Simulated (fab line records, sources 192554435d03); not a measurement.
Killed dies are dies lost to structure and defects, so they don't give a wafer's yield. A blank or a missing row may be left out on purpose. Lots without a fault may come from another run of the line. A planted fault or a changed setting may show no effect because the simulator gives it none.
A struck lot beside a sound one | flow n5_finfet | 20 steps out of a route of 1938
Sound: wafers L886.2, L886.3, L886.5. Struck: wafers L899.3, L899.5, L899.6. The cause comes at the end.
At each step with rows: each side's tool, then ch and its chambers, then its first start. Under that, the readings that differ: sound wafers | struck wafers | difference of the means | sigmas: that difference in standard deviations of wafers without a fault.
alike: readings whose means differ by less than 2 such deviations, and words and numbers that are the same on both sides. not compared: withheld readings, readings that some wafer has no value for, bounds like >300 that may hide the same value, and numbers for which the record gives no deviation and whose values overlap.
The two part at a step that has a row with sigmas, a row that says differs or no value, or rows on one side only. Numbers that don't overlap but have no deviation are shown without sigmas and don't part them. A reading that every wafer of one side lacks parts them only if that side has two wafers or more.

first, 9 steps without rows for these wafers: N5_BEOL_M6_ILD_DEP_00 (deposits SiCOH lowk from DEMS/porogen, target thk 179.75 nm, time 33.4 s); N5_BEOL_M6_CURE_74 (cures SiCOH lowk, time 240 s); N5_BEOL_M6_PECVD_70 (deposits SiO2 from TEOS/O2, target thk 20 nm, time 22.7 s); N5_BEOL_M6_HM_DEP_02 (deposits TiN, target thk 20 nm); N5_BEOL_M6_COAT_59 (time 60 s, resist thk 100 nm); N5_BEOL_M6_COAT_60 (time 60 s, resist thk 35 nm); N5_BEOL_M6_COAT_05 (resist thk 90 nm); N5_BEOL_M6_EBR_07; N5_BEOL_M6_SOFTBAKE_06 (time 60 s).
N5_BEOL_M6_EXPOSE_08: exposes mask M6.
  sound on arfi_scanner-02 ch 0, day 12 13:31; struck on arfi_scanner-02 ch 0, day 15 19:43
  reading              | sound             | struck            | difference | sigmas
  exposure_dose_mJ_cm2 | 68.14 68.14 68.12 | 66.61 66.62 66.58 | -1.53      | -22
  alike: mask, stage_vel_mm_s
then, 3 steps without rows for these wafers: N5_BEOL_M6_PEB_09 (peb time 60 s); N5_BEOL_M6_DEVELOP_10 (develop time 30 s); N5_BEOL_M6_DESCUM_16 (chemistry O2, time 7.9 s).
N5_BEOL_M6_ETCH_61: etches SiARC in CF4, target depth 45.5 nm, time 75.8 s.
  sound on rie_diel-03 ch 0,3, day 12 13:45; struck on rie_diel-01 ch 0,2,3, day 15 20:19
  reading                         | sound     | struck         | difference | sigmas
  model.BEOL_M6.cd_offset_nm (nm) | 0.4 1 0.6 | -1.4 -1.8 -1.4 | -2.2       |
  alike: drypump_motor_current_A, etch_rf_on_time_s, oes_product_au, rf_vpp_V, showerhead_plenum_p_Torr, throttle_valve_pct
  not compared: rf_hours_counter_h
then, 3 steps without rows for these wafers: N5_BEOL_M6_ETCH_62 (etches SOC in N2/H2, target depth 110 nm, overetch 22 nm, time 165 s); N5_BEOL_M6_STRIP_68 (strips in N2/H2); N5_BEOL_M6_STRIP_67 (strips in CF4).
N5_BEOL_M6_HM_OPEN_17: chemistry Cl2/BCl3, target TiN, target depth 20 nm, overetch 6 nm.
  sound on rie_metal-03 ch 0,1, day 12 14:00; struck on rie_metal-01 ch 0,1, day 15 20:35
  reading                         | sound     | struck       | difference | sigmas
  model.BEOL_M6.cd_offset_nm (nm) | 0.4 1 0.6 | -1 -1.6 -1.2 | -2         |
  alike: drypump_motor_current_A, oes_product_au, throttle_valve_pct
  not compared: rf_hours_counter_h
then, 1 step without rows for these wafers: N5_BEOL_M6_STRIP_19 (strips in O2).
-- the record jumps here: 4 days lie between the struck wafers' starts before and after (it left off in module BEOL_M6 and takes up again in module PASSIVATION, whose first step shown is number 1936 of the route) --
N5_PASSIVATION_PROBE_49:
  the record has rows for the struck wafers here (prober-02, day 20 05:35) and none for the sound ones

WHERE THEY PART
First at N5_BEOL_M6_EXPOSE_08; last, within this record, at N5_PASSIVATION_PROBE_49.

WHY: what the simulator had put in
Process parameter drift: arfi_scanner-02, from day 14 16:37 on, at N5_BEOL_M6_EXPOSE_08. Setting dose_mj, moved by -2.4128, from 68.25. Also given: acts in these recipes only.
